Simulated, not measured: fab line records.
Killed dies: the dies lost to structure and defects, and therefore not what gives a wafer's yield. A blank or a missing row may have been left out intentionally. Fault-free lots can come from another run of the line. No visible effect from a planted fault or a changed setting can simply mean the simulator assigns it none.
fab line records	flow n5_finfet
record: lots: 8	wafers: 24	last_day: 18
route steps=1938 shown MOL_CONTACT_COAG@580 BEOL_M4@1111
lots that met no fault: from a run of the same line without faults
start_h: start of the lot's first displayed wafer, in hours after the record's first day	wait_h: hours elapsed since this lot's preceding step	" as in the row above	L1.1+2: a row that stands for several wafers	- no value, or no start was given	* or withheld: withheld	< > ~ a bound
route shown NAME@n: NAME is a module with steps in the file, n the number in the route of the first one	usual: mean and standard deviation over wafers with no fault	same: alike in all rows	chamber/n: place in a boat	sites: readings site by site	_std_site: how widely they spread, as a standard deviation	_edge_site: the outer-site mean with the inner-site mean subtracted	radius_mm: for every site, how far away it sits from the centre of the wafer	mask NAME#n: copy n	behind: the last tool/chamber to shape the wafer	hold: cause of the lot's hold/its duration in hours/its outcome	device: transistor that didn't switch, given as n, p or np	end of line: tests of these same wafers at the route's end	a step given without rows: its recipe and nothing more	killed: at the first sort, the dies lost to defects and structure; wafer yield is something else	map: dies across one wafer; x = killed, . = not, _ = none there
set.NAME: setting as actually run; set.NAME@STEP: the setting as run at that earlier step	model.NAME: the simulator's own value behind a step, which no gauge read
one table for each step of the route and one row for each wafer, over a sample of lots
services: the hour from which a tool's chamber was out of use, counted from the record's first day as start_h (under 0 if before that day), plus the number of hours and why
== steps ==
step: N5_MOL_CONTACT_COAG_ETCHBACK_132
recipe: chemistry: CHF3	target: SiO2	target_depth_a: 100	time_s: 6.7	ion_energy_ev: 200	pressure_mtorr: 30	source_w: 610	bias_w: 170	Ar_flow_sccm: 200	CHF3_flow_sccm: 50
usual: drypump_motor_current_A: 5.7/0.55	oes_product_au: 0.76/0.08	rf_vpp_V: 526/6.7	showerhead_plenum_p_Torr: 2.36/0.066	throttle_valve_pct: 18.76/0.26
lot.wafer	tool	chamber	start_h	wait_h	drypump_motor_current_A	oes_product_au	rf_hours_counter_h	rf_vpp_V	showerhead_plenum_p_Torr	throttle_valve_pct
L920.1	rie_diel-06	0	125.36	0.1	5.6	0.80	144	525	2.41	18.82
L920.3	"	1	"	"	4.9	0.78	132	514	2.31	19.09
L920.4	"	2	"	"	6.6	0.70	225	520	2.26	18.73
L921.1	rie_diel-01	0	132.19	0.1	4.9	0.82	89	531	2.30	18.71
L921.3	"	3	"	"	5.2	0.68	230	537	2.34	18.80
L921.4	"	2	"	"	6.4	0.87	49	520	2.44	18.32
L922.2	rie_diel-05	0	135.53	0.1	6.1	0.89	33	518	2.34	18.38
L922.3	"	2	"	"	5.5	0.66	235	537	2.44	18.58
L922.6	"	0	"	"	6.1	0.90	-	519	2.34	18.38
L933.3	rie_diel-06	0	200.62	0.1	5.6	0.76	174	524	2.40	18.85
L933.5	"	3	"	"	5.4	0.68	-	531	2.27	19.00
L933.6	"	0	"	"	5.6	0.76	-	523	2.40	18.85
L934.2	rie_diel-05	0	206.59	0.1	6.1	0.87	50	518	2.33	18.41
L934.3	"	3	"	"	6.1	0.70	211	529	2.46	19.14
L934.6	"	3	"	"	6.1	0.70	-	529	2.46	19.15
L935.2	rie_diel-06	0	212.57	0.1	5.6	0.76	180	523	2.40	18.89
L935.3	"	2	"	"	6.6	1.01	2	528	2.54	18.39
L935.5	"	3	"	"	5.4	0.67	-	531	2.27	19.00
L937.1	rie_diel-01	2	228.17	0.2	6.4	0.82	86	518	2.42	18.39
L937.4	"	3	"	"	5.2	0.95	9	536	2.33	18.44
L937.5	"	1	"	"	5.1	0.73	-	527	2.36	18.66
L938.1	rie_diel-05	2	232.54	0.1	5.5	0.96	5	538	2.44	18.28
L938.2	"	3	"	"	6.1	0.70	221	530	2.45	19.16
L938.5	"	0	"	"	6.1	0.85	-	518	2.33	18.43
step: N5_MOL_CONTACT_COAG_ETCH_65
recipe: chemistry: N2/H2	target: underlayer	target_depth_a: 130	mask_material: CAR-EUV	time_s: 10.4	ion_energy_ev: 200	pressure_mtorr: 30	source_w: 840	bias_w: 150	n2_flow_sccm: 200	h2_flow_sccm: 200	ends: cleared
usual: drypump_motor_current_A: 5.6/0.54	etch_rf_on_time_s: 10.43/0.19	oes_product_au: 0.65/0.07	rf_vpp_V: 522.8/2.2	showerhead_plenum_p_Torr: 2.51/0.068	throttle_valve_pct: 17.91/0.25
lot.wafer	tool	chamber	start_h	wait_h	drypump_motor_current_A	etch_rf_on_time_s	oes_product_au	rf_hours_counter_h	rf_vpp_V	showerhead_plenum_p_Torr	throttle_valve_pct
L920.1	rie_diel-01	0	126.46	0.0	4.9	10.42	0.70	87	522.0	2.47	17.89
L920.3	"	3	"	"	5.2	10.73	0.58	227	523.2	2.53	18.07
L920.4	"	1	"	"	5.1	10.33	0.65	141	523.5	2.55	17.80
L921.1	rie_diel-06	2	133.19	0.0	6.6	10.41	0.59	229	519.9	2.41	17.91
L921.3	"	3	"	"	5.5	10.65	0.60	201	519.8	2.44	18.29
L921.4	"	0	"	"	5.6	10.07	0.68	148	523.7	2.54	17.76
L922.2	rie_diel-05	3	136.50	0.0	6.1	10.44	0.62	192	527.2	2.63	18.18
L922.3	"	2	"	"	5.5	10.65	0.57	235	526.4	2.62	17.85
L922.6	"	1	"	"	5.7	10.64	0.60	-	523.2	2.50	17.94
L933.3	rie_diel-05	0	201.64	0.0	6.1	10.39	0.75	48	522.1	2.48	17.53
L933.5	"	0	"	"	6.1	10.53	0.74	-	523.0	2.48	17.54
L933.6	"	1	"	"	5.8	10.59	0.59	-	522.0	2.50	17.96
L934.2	rie_diel-01	3	207.69	0.0	5.3	10.43	0.84	2	524.3	2.52	17.72
L934.3	"	1	"	"	5.1	10.43	0.63	173	524.0	2.54	17.84
L934.6	"	2	"	"	6.4	10.00	0.71	-	524.9	2.56	17.30
L935.2	rie_diel-01	0	213.53	0.0	4.9	10.48	0.67	122	520.0	2.45	17.94
L935.3	"	3	"	"	5.3	10.45	0.83	5	523.6	2.51	17.72
L935.5	"	0	"	"	4.9	10.47	0.68	-	522.2	2.45	17.97
L937.1	rie_diel-01	2	229.15	0.0	6.4	10.05	0.71	86	524.4	2.56	17.34
L937.4	"	0	"	"	4.9	10.50	0.67	126	520.2	2.45	17.93
L937.5	"	0	"	"	4.9	10.61	0.67	-	520.2	2.45	17.93
L938.1	rie_diel-05	3	233.77	0.0	6.1	10.44	0.60	222	525.8	2.61	18.22
L938.2	"	2	"	"	5.5	10.32	0.83	5	525.3	2.61	17.55
L938.5	"	0	"	"	6.1	10.59	0.73	-	520.7	2.48	17.57
step: N5_MOL_CONTACT_COAG_ETCH_67
recipe: chemistry: N2/H2	target: SOC	target_depth_a: 600	overetch_a: 210	mask_material: SiARC	temp_c: 40	time_s: 101.2	ion_energy_ev: 200	pressure_mtorr: 30	source_w: 840	bias_w: 150	n2_flow_sccm: 200	h2_flow_sccm: 200
usual: drypump_motor_current_A: 5.7/0.54	oes_product_au: 0.64/0.069	rf_vpp_V: 523.1/2.3	showerhead_plenum_p_Torr: 2.52/0.075	throttle_valve_pct: 17.86/0.28
lot.wafer	tool	chamber	start_h	wait_h	drypump_motor_current_A	oes_product_au	rf_hours_counter_h	rf_vpp_V	showerhead_plenum_p_Torr	throttle_valve_pct
L920.1	rie_diel-05	1	126.80	0.0	5.8	0.60	228	523.1	2.50	17.92
L920.3	"	0	"	"	6.1	0.76	29	522.8	2.49	17.48
L920.4	"	2	"	"	5.5	0.57	231	525.0	2.62	17.82
L921.1	rie_diel-01	0	133.89	0.0	4.9	0.69	89	520.2	2.47	17.86
L921.3	"	1	"	"	5.0	0.63	144	523.4	2.55	17.76
L921.4	"	2	"	"	6.4	0.72	50	525.8	2.57	17.22
L922.2	rie_diel-05	2	136.81	0.0	5.5	0.57	235	524.6	2.62	17.83
L922.3	"	1	"	"	5.7	0.60	232	521.2	2.50	17.90
L922.6	"	0	"	"	6.1	0.75	-	523.2	2.49	17.49
L933.3	rie_diel-05	3	201.96	0.0	6.1	0.59	208	526.6	2.62	18.16
L933.5	"	1	"	"	5.8	0.59	-	524.3	2.50	17.94
L933.6	"	0	"	"	6.1	0.72	-	522.8	2.48	17.51
L934.2	rie_diel-05	1	208.47	0.0	5.7	0.59	250	523.7	2.49	17.95
L934.3	"	0	"	"	6.1	0.73	51	522.5	2.48	17.51
L934.6	"	0	"	"	6.1	0.73	-	521.5	2.48	17.51
L935.2	rie_diel-05	1	213.85	0.0	5.7	0.59	253	521.5	2.49	17.95
L935.3	"	3	"	"	6.1	0.59	214	526.5	2.62	18.16
L935.5	"	3	"	"	6.1	0.59	-	525.9	2.62	18.16
L937.1	rie_diel-01	2	229.46	0.0	6.4	0.68	86	524.9	2.56	17.29
L937.4	"	3	"	"	5.2	0.79	10	522.7	2.51	17.69
L937.5	"	0	"	"	4.9	0.66	-	521.4	2.45	17.93
L938.1	rie_diel-05	3	234.08	0.0	6.1	0.58	222	526.4	2.61	18.18
L938.2	"	0	"	"	6.1	0.70	61	522.5	2.48	17.53
L938.5	"	2	"	"	5.5	0.80	-	525.1	2.61	17.52
step: N5_MOL_CONTACT_COAG_ETCH_124
recipe: chemistry: CH3F/O2	target: SiNx	target_depth_a: 65	mask_material: SOC	stop_on: SiOC	over_etch_frac: 0.3	ion_energy_ev: 120	pressure_mtorr: 30	source_w: 395	bias_w: 73	Ar_flow_sccm: 150	CH3F_flow_sccm: 30	O2_flow_sccm: 20	ends: end_point
usual: O2_flow_sccm: 20.00/0.067	drypump_motor_current_A: 5.7/0.54	oes_product_au: 0.65/0.071	over_etch_frac: 0.3/0	rf_vpp_V: 298/3.8	showerhead_plenum_p_Torr: 1.98/0.061	throttle_valve_pct: 16.37/0.28
lot.wafer	tool	chamber	start_h	wait_h	O2_flow_sccm	drypump_motor_current_A	oes_product_au	over_etch_frac	rf_hours_counter_h	rf_vpp_V	showerhead_plenum_p_Torr	throttle_valve_pct
L920.1	rie_diel-05	1	126.95	0.0	20.00	5.8	0.61	0.3	228	298	1.98	16.52
L920.3	"	0	"	"	20.06	6.1	0.68	0.63106	29	294	1.96	15.96
L920.4	"	2	"	"	20.03	5.5	0.58	0.3	232	306	2.06	16.25
L921.1	rie_diel-01	0	134.04	0.0	19.87	4.9	0.71	0.3	89	303	1.94	16.32
L921.3	"	1	"	"	20.05	5.1	0.64	0.3	144	298	1.99	16.20
L921.4	"	2	"	"	20.12	6.4	0.73	0.3	50	294	2.05	15.93
L922.2	rie_diel-05	2	136.96	0.0	19.99	5.5	0.59	0.3	235	305	2.06	16.25
L922.3	"	1	"	"	19.97	5.7	0.62	0.3	232	298	1.98	16.51
L922.6	"	0	"	"	20.10	6.1	0.68	0.63106	-	296	1.96	15.95
L933.3	rie_diel-05	3	202.11	0.0	20.06	6.1	0.61	0.3	209	301	2.06	16.73
L933.5	"	1	"	"	20.02	5.8	0.60	0.3	-	297	1.98	16.54
L933.6	"	0	"	"	19.86	6.1	0.75	0.3	-	295	1.96	16.01
L934.2	rie_diel-05	1	208.62	0.0	20.02	5.8	0.59	0.3	250	298	1.98	16.55
L934.3	"	0	"	"	20.07	6.1	0.73	0.3	51	294	1.96	15.99
L934.6	"	0	"	"	20.05	6.1	0.75	0.3	-	294	1.96	16.00
L935.2	rie_diel-05	1	214.00	0.0	20.02	5.8	0.60	0.3	253	298	1.98	16.56
L935.3	"	3	"	"	20.08	6.1	0.60	0.3	214	300	2.06	16.75
L935.5	"	3	"	"	20.00	6.1	0.60	0.3	-	299	2.06	16.74
L937.1	rie_diel-01	2	229.61	0.0	20.20	6.5	0.69	0.3	86	293	2.04	15.99
L937.4	"	3	"	"	20.00	5.2	0.82	0.3	10	302	1.96	15.98
L937.5	"	0	"	"	20.09	4.9	0.68	0.3	-	302	1.92	16.41
L938.1	rie_diel-05	3	234.23	0.0	20.00	6.1	0.60	0.3	222	300	2.06	16.74
L938.2	"	0	"	"	20.08	6.1	0.73	0.3	61	294	1.95	16.02
L938.5	"	2	"	"	20.07	5.5	0.82	0.3	-	304	2.05	15.87
step: N5_BEOL_M4_RC_MEAS_101
usual: DIBL_N: 36.0/1.8	DIBL_P: 36.3/2.4	IOFF_N: 0.16/0.035	IOFF_P: 0.21/0.036	ION_N: 673/13	ION_P: 461/7.2	SS_N: 71.4/0.6	SS_P: 73.2/0.7	VT_N: 250/4	VT_P: -250.9/2.9
lot.wafer	tool	chamber	start_h	wait_h	DIBL_N[mV/V]	DIBL_P[mV/V]	IOFF_N[nA/um]	IOFF_P[nA/um]	ION_N[uA/um]	ION_P[uA/um]	SS_N[mV/dec]	SS_P[mV/dec]	VT_N[mV]	VT_P[mV]
L920.1	prober-02	0	202.87	0.0	33.9	34.9	0.13	0.17	674	461	70.4	73.2	254	-250.4
L920.3	"	0	"	"	37.5	37.1	0.19	0.20	668	455	72.0	73.4	248	-251.0
L920.4	"	0	"	"	35.4	36.2	0.15	0.19	678	470	71.5	73.2	249	-250.7
L922.2	prober-01	0	215.20	0.2	35.3	37.0	0.15	0.20	675	464	71.0	73.5	249	-252.4
L922.3	"	0	"	"	35.7	36.7	0.15	0.20	666	459	71.3	73.3	253	-251.4
L922.6	"	0	"	"	32.9	34.1	0.11	0.16	668	465	71.0	72.7	255	-253.0
L921.1	prober-02	0	218.00	0.0	32.7	32.6	0.10	0.14	643	446	70.0	71.9	259	-257.7
L921.3	"	0	"	"	34.2	34.1	0.12	0.16	663	453	71.5	72.7	255	-254.1
L921.4	"	0	"	"	35.7	37.3	0.15	0.20	692	471	71.5	73.3	248	-249.6
L933.3	prober-02	0	280.20	0.3	35.5	37.7	0.18	0.22	683	467	70.6	73.8	247	-248.6
L933.5	"	0	"	"	34.0	35.7	0.14	0.19	682	469	71.1	72.9	251	-251.5
L933.6	"	0	"	"	36.1	37.6	0.17	0.23	680	457	71.8	73.7	247	-248.3
L935.2	prober-01	0	281.36	0.2	39.2	40.2	0.21	0.26	685	468	71.6	74.1	246	-249.3
L935.3	"	0	"	"	34.6	35.4	0.13	0.18	673	462	71.3	73.0	254	-252.8
L935.5	"	0	"	"	35.4	35.4	0.13	0.19	662	455	71.5	73.3	254	-252.0
L934.2	prober-01	0	286.77	0.2	37.1	38.5	0.16	0.23	678	465	71.7	73.3	251	-248.7
L934.3	"	0	"	"	35.1	35.2	0.12	0.20	664	463	71.3	72.1	257	-251.2
L934.6	"	0	"	"	37.7	38.7	0.17	0.24	680	470	71.9	73.4	250	-249.4
L937.1	prober-01	0	316.37	0.0	36.3	34.9	0.15	0.20	679	465	71.5	73.1	246	-251.2
L937.4	"	0	"	"	36.6	36.3	0.15	0.22	671	459	70.9	73.6	249	-251.9
L937.5	"	0	"	"	35.2	33.6	0.13	0.17	661	450	71.0	71.9	250	-253.3
L938.1	prober-02	0	319.72	0.0	37.5	39.3	0.18	0.24	691	475	71.0	73.8	246	-246.5
L938.2	"	0	"	"	37.7	39.7	0.18	0.25	680	471	72.0	74.1	247	-247.2
L938.5	"	0	"	"	36.6	38.0	0.16	0.23	685	474	71.1	73.4	246	-248.1
== services ==
tool	chamber	start_h	hours	kind
rie_diel-05	-	147.49	16.3	repair
rie_diel-01	1	164.18	2.6	repair
rie_diel-01	3	181.79	-	clean
rie_diel-01	3	181.79	-	consumable_replace:focus_ring
rie_diel-01	3	181.79	19.2	scheduled_down
rie_diel-01	3	181.79	19.2	vent_cycle
rie_diel-06	2	186.97	-	clean
rie_diel-06	2	186.97	-	consumable_replace:focus_ring
rie_diel-06	2	186.97	-	consumable_replace:showerhead
rie_diel-06	2	186.97	13.7	scheduled_down
rie_diel-06	2	186.97	13.7	vent_cycle
rie_diel-05	2	197.50	-	clean
rie_diel-05	2	197.50	-	consumable_replace:focus_ring
rie_diel-05	2	197.50	21.7	scheduled_down
rie_diel-05	2	197.50	21.7	vent_cycle
rie_diel-05	1	219.55	-	clean
rie_diel-05	1	219.55	-	consumable_replace:focus_ring
rie_diel-05	1	219.55	26.5	scheduled_down
rie_diel-05	1	219.55	26.5	vent_cycle
rie_diel-05	-	220.37	0.1	repair
== key ==
first_sign: step: N5_MOL_CONTACT_COAG_ETCH_124	reading: over_etch_frac	direction: up	sigmas: 99+	usual: 0.3	struck: 0.63106
effect none on later readings
met_at N5_MOL_CONTACT_COAG_ETCH_124
struck_lots L920,L922
struck_wafers L920.3,L922.6
not_acting_at N5_MOL_CONTACT_COAG_ETCHBACK_132,N5_MOL_CONTACT_COAG_ETCH_65,N5_MOL_CONTACT_COAG_ETCH_67
fault: kind: process_parameter_drift	tool: rie_diel-05	chamber: 0	onset_h: 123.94	steps: N5_MOL_CONTACT_COAG_ETCH_124	channel: over_etch_frac	offset: 0.33106	shape: step	end_h: 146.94	acts_in: these_recipes_only	stated: 0.3
